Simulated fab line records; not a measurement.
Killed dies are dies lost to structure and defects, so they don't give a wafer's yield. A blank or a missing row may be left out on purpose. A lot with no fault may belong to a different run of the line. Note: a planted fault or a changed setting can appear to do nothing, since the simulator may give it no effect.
fab line records -- flow n5Finfet
[record] lots = 11, wafers = 33, lastDay = 18
route steps=1938 shown BEOL_M13@1713 BEOL_M14@1717 PASSIVATION@1936
lots that met no fault: taken from a fault-free run of the same line
startH: the number of hours between the record's first day and the start of the first shown wafer of the lot -- waitH: hours since the lot's step before -- " same as the row above -- L1.1+2: a row that stands for several wafers -- - no value present, or no start provided -- * or withheld: withheld -- < > ~ a bound
route shown NAME@n: a module of which the file shows steps, and the number in the route of the first -- usual: the fault-free wafers' mean and standard deviation -- same: alike in all rows -- chamber/n: place in a boat -- sites: per-site readings -- _std_site: standard deviation of those values -- _edge_site: inner sites' mean taken away from outer sites' mean -- radiusMm: for every site, how far away it sits from the centre of the wafer -- mask NAME#n: copy n -- behind: tool/chamber where the wafer was last shaped -- hold: what put the lot on hold/how long, in hours/how the hold closed -- device: which transistor (n, p or np) failed to switch -- end of line: tests of these same wafers at the route's end -- where a step has no rows: the recipe by itself -- killed: the dies lost at the first sort to structure and to defects; this is not the yield of the wafer -- map: dies across one wafer; x = killed, . = not, _ = none there
set.NAME: the setting the step ran with; set.NAME@STEP: the setting that earlier step ran with -- model.NAME: the simulator's own value behind a step, which no gauge read
a sample of lots followed through the steps of the route, with each step as a table and each wafer as a row
services: from which hour (startH, from the record's first day; less than 0 if before it) a tool's chamber was out of use, for how many hours, and why
[[steps]]
[step N5_BEOL_M13_DEP_53]
[recipe] material = SiCN, targetThkA = 500, tempC = withheld, precursor = 3MS/NH3, pressureTorr = 3, rfW = 675, timeS = 17.8
[usual] showerheadPlenumPTorr = 4.163/0.02, throttleValvePct = 18.4/0.94
lot.wafer,tool,chamber,startH,waitH,showerheadPlenumPTorr,throttleValvePct
L141.1,pecvd-04,1,285.52,0.0,4.147,18.5
L141.2,pecvd-04,2,285.52,0.0,4.158,18.5
L141.5,pecvd-04,2,285.52,0.0,4.160,18.4
L143.1,pecvd-04,2,285.79,0.0,4.162,18.7
L143.4,pecvd-04,1,285.79,0.0,4.139,18.8
L143.6,pecvd-04,2,285.79,0.0,4.153,18.4
L145.1,pecvd-04,1,309.40,0.0,4.137,18.6
L145.3,pecvd-04,0,309.40,0.0,4.182,18.2
L145.4,pecvd-04,1,309.40,0.0,4.140,18.9
L144.2,pecvd-02,1,313.63,0.0,4.137,17.1
L144.3,pecvd-02,2,313.63,0.0,4.168,17.9
L144.4,pecvd-02,0,313.63,0.0,4.147,17.6
L149.1,pecvd-04,2,313.76,0.0,4.157,18.4
L149.3,pecvd-04,1,313.76,0.0,4.145,19.0
L149.6,pecvd-04,0,313.76,0.0,4.174,18.5
L155.2,pecvd-02,1,338.89,0.0,4.133,17.4
L155.4,pecvd-02,1,338.89,0.0,4.134,17.3
L155.6,pecvd-02,0,338.89,0.0,4.145,17.5
L157.4,pecvd-04,0,367.50,0.0,4.190,18.3
L157.5,pecvd-04,2,367.50,0.0,4.159,19.1
L157.6,pecvd-04,1,367.50,0.0,4.138,18.7
L156.1,pecvd-01,0,370.75,0.0,4.198,20.2
L156.5,pecvd-01,1,370.75,0.0,4.182,19.7
L156.6,pecvd-01,2,370.75,0.0,4.168,16.6
L158.2,pecvd-04,1,371.07,0.0,4.143,18.8
L158.4,pecvd-04,0,371.07,0.0,4.182,18.6
L158.5,pecvd-04,2,371.07,0.0,4.163,18.8
L160.1,pecvd-04,2,395.44,0.0,4.162,18.8
L160.4,pecvd-04,0,395.44,0.0,4.182,18.2
L160.5,pecvd-04,2,395.44,0.0,4.165,18.9
L162.4,pecvd-02,2,400.20,0.0,4.174,17.6
L162.5,pecvd-02,0,400.20,0.0,4.145,17.2
L162.6,pecvd-02,1,400.20,0.0,4.133,17.5
[step N5_BEOL_M14_THK_MEAS_01]
[recipe] reads = SiO2_of_BEOL_M14_ILD_DEP_00
[usual] M14_ILD_THK = 1121/14
lot.wafer,tool,chamber,startH,waitH,M14_ILD_THK[nm]
L141.1,filmMetro-02,-,285.84,0.1,1098
L141.2,filmMetro-02,-,285.84,0.1,1113
L141.5,filmMetro-02,-,285.84,0.1,1136
L143.1,filmMetro-01,-,286.11,0.1,1121
L143.4,filmMetro-01,-,286.11,0.1,1133
L143.6,filmMetro-01,-,286.11,0.1,1123
L145.1,filmMetro-02,-,309.72,0.1,1112
L145.3,filmMetro-02,-,309.72,0.1,1110
L145.4,filmMetro-02,-,309.72,0.1,1131
L144.2,filmMetro-01,-,313.95,0.1,1109
L144.3,filmMetro-01,-,313.95,0.1,1121
L144.4,filmMetro-01,-,313.95,0.1,1107
L149.1,filmMetro-01,-,314.08,0.1,1124
L149.3,filmMetro-01,-,314.08,0.1,1113
L149.6,filmMetro-01,-,314.08,0.1,1151
L155.2,filmMetro-01,-,339.21,0.1,1117
L155.4,filmMetro-01,-,339.21,0.1,1131
L155.6,filmMetro-01,-,339.21,0.1,1149
L157.4,filmMetro-02,-,367.80,0.0,1145
L157.5,filmMetro-02,-,367.80,0.0,1121
L157.6,filmMetro-02,-,367.80,0.0,1129
L156.1,filmMetro-02,-,371.15,0.2,1107
L156.5,filmMetro-02,-,371.15,0.2,1131
L156.6,filmMetro-02,-,371.15,0.2,1137
L158.2,filmMetro-02,-,371.39,0.1,1104
L158.4,filmMetro-02,-,371.39,0.1,1139
L158.5,filmMetro-02,-,371.39,0.1,1116
L160.1,filmMetro-01,-,395.78,0.1,1090
L160.4,filmMetro-01,-,395.78,0.1,1121
L160.5,filmMetro-01,-,395.78,0.1,1120
L162.4,filmMetro-01,-,400.51,0.0,1147
L162.5,filmMetro-01,-,400.51,0.0,1133
L162.6,filmMetro-01,-,400.51,0.0,1114
[step N5_BEOL_M14_PEB_26]
[recipe] pebTempC = 130, pebTimeS = 90
[usual] heaterPowerTotalW = 172.5/0.78, plateTempC = 130.03/0.16
lot.wafer,tool,chamber,startH,waitH,heaterPowerTotalW,plateTempC
L141.1,lithoTrack-05,0,287.01,0.1,172.0,129.85
L141.2,lithoTrack-05,0,287.01,0.1,171.6,129.86
L141.5,lithoTrack-05,0,287.01,0.1,173.2,129.82
L143.1,lithoTrack-03,0,287.51,0.1,172.6,130.22
L143.4,lithoTrack-03,0,287.51,0.1,172.3,130.18
L143.6,lithoTrack-03,0,287.51,0.1,172.5,130.19
L145.1,lithoTrack-03,0,310.76,0.1,171.1,128.56
L145.3,lithoTrack-03,0,310.76,0.1,170.1,128.38
L145.4,lithoTrack-03,0,310.76,0.1,170.0,128.61
L144.2,lithoTrack-05,0,315.25,0.0,172.5,129.92
L144.3,lithoTrack-05,0,315.25,0.0,172.6,129.88
L144.4,lithoTrack-05,0,315.25,0.0,171.1,130.03
L149.1,lithoTrack-03,0,315.29,0.1,168.4,128.66
L149.3,lithoTrack-03,0,315.29,0.1,168.1,128.45
L149.6,lithoTrack-03,0,315.29,0.1,170.2,128.49
L155.2,lithoTrack-04,0,341.13,0.0,172.0,130.01
L155.4,lithoTrack-04,0,341.13,0.0,172.8,129.95
L155.6,lithoTrack-04,0,341.13,0.0,171.0,130.08
L157.4,lithoTrack-04,0,368.85,0.0,171.7,130.04
L157.5,lithoTrack-04,0,368.85,0.0,170.9,129.91
L157.6,lithoTrack-04,0,368.85,0.0,173.0,130.02
L156.1,lithoTrack-05,0,372.32,0.1,173.2,130.06
L156.5,lithoTrack-05,0,372.32,0.1,172.1,130.09
L156.6,lithoTrack-05,0,372.32,0.1,172.5,130.07
L158.2,lithoTrack-05,0,372.60,0.0,171.3,129.87
L158.4,lithoTrack-05,0,372.60,0.0,173.0,130.06
L158.5,lithoTrack-05,0,372.60,0.0,173.6,130.07
L160.1,lithoTrack-03,0,396.90,0.1,173.5,130.28
L160.4,lithoTrack-03,0,396.90,0.1,173.9,130.05
L160.5,lithoTrack-03,0,396.90,0.1,172.0,130.10
L162.4,lithoTrack-04,0,402.55,0.0,173.1,130.09
L162.5,lithoTrack-04,0,402.55,0.0,172.8,130.31
L162.6,lithoTrack-04,0,402.55,0.0,172.4,130.02
[step N5_BEOL_M14_CD_MEAS_28]
[recipe] targetCdNm = 284.4, landingEnergyEv = 500, detector = seInlens
[usual] cdNm = 284.3/1.6
lot.wafer,tool,chamber,startH,waitH,cdNm
L141.1,cdSem-03,0,287.12,-,281.1
L141.2,cdSem-03,0,287.12,-,285.7
L141.5,cdSem-03,0,287.12,-,283.2
L143.1,cdSem-02,0,287.63,-,283.7
L143.4,cdSem-02,0,287.63,-,282.5
L143.6,cdSem-02,0,287.63,-,280.9
L145.1,cdSem-03,0,310.88,-,276.4
L145.3,cdSem-03,0,310.88,-,275.5
L145.4,cdSem-03,0,310.88,-,275.0
L144.2,cdSem-03,0,315.36,-,286.4
L144.3,cdSem-03,0,315.36,-,285.3
L144.4,cdSem-03,0,315.36,-,287.0
L149.1,cdSem-02,0,315.40,-,278.2
L149.3,cdSem-02,0,315.40,-,275.2
L149.6,cdSem-02,0,315.40,-,275.4
L155.2,cdSem-01,0,341.24,-,279.9
L155.4,cdSem-01,0,341.24,-,285.0
L155.6,cdSem-01,0,341.24,-,283.6
L157.4,cdSem-01,0,368.97,-,285.0
L157.5,cdSem-01,0,368.97,-,283.7
L157.6,cdSem-01,0,368.97,-,283.0
L156.1,cdSem-02,0,372.43,-,285.3
L156.5,cdSem-02,0,372.43,-,287.3
L156.6,cdSem-02,0,372.43,-,285.0
L158.2,cdSem-01,0,372.71,-,285.8
L158.4,cdSem-01,0,372.71,-,285.7
L158.5,cdSem-01,0,372.71,-,284.9
L160.1,cdSem-01,0,397.01,-,284.3
L160.4,cdSem-01,0,397.01,-,285.5
L160.5,cdSem-01,0,397.01,-,288.5
L162.4,cdSem-03,0,402.67,-,282.7
L162.5,cdSem-03,0,402.67,-,281.5
L162.6,cdSem-03,0,402.67,-,282.8
[step N5_BEOL_M14_OCD_MEAS_35]
[usual] trenchDepthNm = 557/13
lot.wafer,tool,chamber,startH,waitH,trenchDepthNm
L141.1,ocd-01,-,287.82,0.0,544
L141.2,ocd-01,-,287.82,0.0,533
L141.5,ocd-01,-,287.82,0.0,572
L143.1,ocd-01,-,288.40,0.0,548
L143.4,ocd-01,-,288.40,0.0,533
L143.6,ocd-01,-,288.40,0.0,529
L145.1,ocd-01,-,311.58,0.0,558
L145.3,ocd-01,-,311.58,0.0,555
L145.4,ocd-01,-,311.58,0.0,554
L144.2,ocd-01,-,316.10,0.0,532
L144.3,ocd-01,-,316.10,0.0,577
L144.4,ocd-01,-,316.10,0.0,541
L149.1,ocd-01,-,316.14,0.0,553
L149.3,ocd-01,-,316.14,0.0,569
L149.6,ocd-01,-,316.14,0.0,569
L155.2,ocd-01,-,341.94,0.0,568
L155.4,ocd-01,-,341.94,0.0,561
L155.6,ocd-01,-,341.94,0.0,569
L157.4,ocd-02,-,369.67,0.0,564
L157.5,ocd-02,-,369.67,0.0,549
L157.6,ocd-02,-,369.67,0.0,553
L156.1,ocd-02,-,373.13,0.0,563
L156.5,ocd-02,-,373.13,0.0,525
L156.6,ocd-02,-,373.13,0.0,563
L158.2,ocd-02,-,373.47,0.0,554
L158.4,ocd-02,-,373.47,0.0,557
L158.5,ocd-02,-,373.47,0.0,560
L160.1,ocd-02,-,397.71,0.0,566
L160.4,ocd-02,-,397.71,0.0,551
L160.5,ocd-02,-,397.71,0.0,562
L162.4,ocd-02,-,403.75,0.0,571
L162.5,ocd-02,-,403.75,0.0,559
L162.6,ocd-02,-,403.75,0.0,572
[step N5_PASSIVATION_PROBE_49]
[usual] defectLimitedYield = 91.2/1.5, killed_at_M0_to_M3 = 33/9.6, killed_at_M4_up = 14/5.6, killedAtContacts = 14/5.5, killedAtFrontEnd = 40/13, killedAtOther = 4/3, killedDies = 104/17, killedOnRim = 14/4.3, killedOpen = 68/13, killedShort = 33/7.2, sort_bin_5_function = 5.2/0.95, sort_bin_6_memory = 3.3/0.62, sort_bin_8_speed = 0.00/0.012, sortNPass = 1076/17, sortYieldPct = 91.2/1.5
[same] grossDies = 1180, killedAtBackSide = 0, sort_bin_4_leakage[%] = 0
lot.wafer,tool,chamber,startH,waitH,defectLimitedYield[%],killed_at_M0_to_M3,killed_at_M4_up,killedAtContacts,killedAtFrontEnd,killedAtOther,killedDies,killedOnRim,killedOpen,killedShort,sort_bin_5_function[%],sort_bin_6_memory[%],sort_bin_8_speed[%],sortNPass,sortYieldPct[%]
L143.1,prober-01,-,315.08,0.0,91.1,24,17,5,57,2,105,10,73,28,5.3,3.2,0,1075,91.1
L143.4,prober-01,-,315.23,0.2,88.8,40,17,16,57,2,132,18,87,41,7.6,3.2,0,1048,88.8
L143.6,prober-01,-,315.33,0.3,88.5,63,19,5,47,2,136,16,99,30,6.4,4.3,0,1044,88.5
L149.1,prober-02,-,341.92,0.0,91.4,20,5,20,54,2,101,17,69,29,4.4,3.6,0,1079,91.4
L149.3,prober-02,-,342.02,0.1,89.7,29,12,17,58,5,121,17,81,32,5.9,3.8,0,1059,89.7
L149.6,prober-02,-,342.17,0.3,90.8,35,13,15,45,1,109,17,71,29,5.9,2.8,0,1071,90.8
L156.1,prober-02,-,397.74,0.0,87.9,34,25,9,68,7,143,14,99,42,7.6,4.1,0,1037,87.9
L156.5,prober-02,-,397.94,0.2,88.7,34,25,7,61,6,133,20,80,49,6.4,3.8,0,1047,88.7
L156.6,prober-02,-,397.99,0.3,90.8,43,13,7,45,1,109,13,74,32,5.3,3.3,0,1071,90.8
// killed by level:class
L143.1 STI_FIN_REVEAL:geometricParticle:open=16 BEOL_M4:geometricParticle:open=10 DUMMY_GATE:geometricParticle:open=8 FIN_SAQP:geometricParticle:open=7 BEOL_M0_SAQP:geometricParticle:open=6 STARTING-WAFER:geometricParticle:open=6 STI_FIN_REVEAL:geometricParticle:short=5 BEOL_M1:geometricParticle:open=5
L143.4 FIN_SAQP:geometricParticle:open=17 BEOL_M2:geometricParticle:open=15 FIN_SAQP:geometricParticle:short=12 MOL_CONTACT_COAG:geometricParticle:open=11 STI_FIN_REVEAL:geometricParticle:open=9 BEOL_M0_SAQP:geometricParticle:short=9 BEOL_M4:geometricParticle:open=7 BEOL_M0_SAQP:geometricParticle:open=6
L143.6 STI_FIN_REVEAL:geometricParticle:open=17 BEOL_M1:geometricParticle:open=16 FIN_SAQP:geometricParticle:open=11 BEOL_M0_SAQP:geometricParticle:short=11 BEOL_M0_SAQP:geometricParticle:open=11 BEOL_M4:geometricParticle:open=10 BEOL_M2:geometricParticle:open=10 BEOL_M3:geometricParticle:open=6
L149.1 MOL_CONTACT_COAG:geometricParticle:open=17 STI_FIN_REVEAL:geometricParticle:open=14 FIN_SAQP:geometricParticle:short=7 FIN_SAQP:geometricParticle:open=6 DUMMY_GATE:geometricParticle:open=6 GATE_CUT:geometricParticle:short=6 BEOL_M1:geometricParticle:open=6 BEOL_M0_SAQP:geometricParticle:open=5
L149.3 FIN_SAQP:geometricParticle:open=17 MOL_CONTACT_COAG:geometricParticle:open=13 BEOL_M1:geometricParticle:open=11 DUMMY_GATE:geometricParticle:open=8 STI_FIN_REVEAL:geometricParticle:open=6 DUMMY_GATE:geometricParticle:short=5 BEOL_M0_SAQP:geometricParticle:short=5 MOL_CONTACT_COAG:geometricParticle:short=4
L149.6 FIN_SAQP:geometricParticle:open=14 BEOL_M0_SAQP:geometricParticle:open=13 MOL_CONTACT_COAG:geometricParticle:open=11 BEOL_M1:geometricParticle:open=8 BEOL_M0_SAQP:geometricParticle:short=6 STARTING-WAFER:geometricParticle:open=5 FIN_SAQP:geometricParticle:short=4 BEOL_M1:geometricParticle:short=4
L156.1 STI_FIN_REVEAL:geometricParticle:open=18 FIN_SAQP:geometricParticle:open=15 BEOL_M4:geometricParticle:open=12 BEOL_M2:geometricParticle:open=11 FIN_SAQP:geometricParticle:short=8 DUMMY_GATE:geometricParticle:open=8 BEOL_M0_SAQP:geometricParticle:open=8 GATE_CUT:geometricParticle:open=7
L156.5 FIN_SAQP:geometricParticle:open=24 FIN_SAQP:geometricParticle:short=16 BEOL_M4:geometricParticle:open=12 BEOL_M0_SAQP:geometricParticle:short=8 BEOL_M1:geometricParticle:open=6 BEOL_M2:geometricParticle:open=6 BEOL_M4:geometricParticle:short=5 BEOL_M0_SAQP:geometricParticle:open=5
L156.6 FIN_SAQP:geometricParticle:open=13 BEOL_M0_SAQP:geometricParticle:short=12 BEOL_M4:geometricParticle:open=10 BEOL_M0_SAQP:geometricParticle:open=9 STI_FIN_REVEAL:geometricParticle:open=7 BEOL_M2:geometricParticle:open=7 MOL_CONTACT_COAG:geometricParticle:open=6 FIN_SAQP:geometricParticle:short=5
[[services]]
tool,chamber,startH,hours,kind
pecvd-04,-,272.95,0.7,repair
pecvd-01,1,289.14,3.5,repair
pecvd-01,-,310.82,0.3,repair
pecvd-02,1,313.98,5.0,scheduledDown
pecvd-04,2,320.66,16.5,scheduledDown
pecvd-04,0,331.85,8.1,repair
pecvd-04,-,348.15,0.5,repair
pecvd-02,2,365.17,18.7,repair
lithoTrack-03,-,375.41,-,consumableReplace:filter
pecvd-04,1,383.62,-,clean
pecvd-04,1,383.62,-,consumableReplace:showerhead
pecvd-04,1,383.62,29.0,scheduledDown
pecvd-04,1,383.62,29.0,ventCycle
pecvd-01,-,394.72,0.5,repair
pecvd-01,0,396.63,2.0,repair
[[key]]
[firstSign] step = N5_BEOL_M14_PEB_26, reading = plateTempC, direction = down, sigmas = 9.7, usual = *, struck = *
[effect] step = N5_BEOL_M14_PEB_26, reading = heaterPowerTotalW, direction = down, sigmas = 3.6, usual = *, struck = *
[effect] step = N5_BEOL_M14_CD_MEAS_28, reading = cdNm, direction = down, sigmas = 5.3, usual = 284.3, struck = 275.9
metAt N5_BEOL_M14_PEB_26
struckLots L145,L149
notActingAt N5_BEOL_M13_DEP_53,N5_BEOL_M14_THK_MEAS_01,N5_BEOL_M14_OCD_MEAS_35
onsetBetween 287.51 310.76
[fault] kind = processParameterDrift, tool = lithoTrack-03, chamber = -, onsetH = 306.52, steps = N5_BEOL_M14_PEB_26, channel = pebTempC, offset = *, shape = step, endH = 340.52, actsIn = *, stated = *
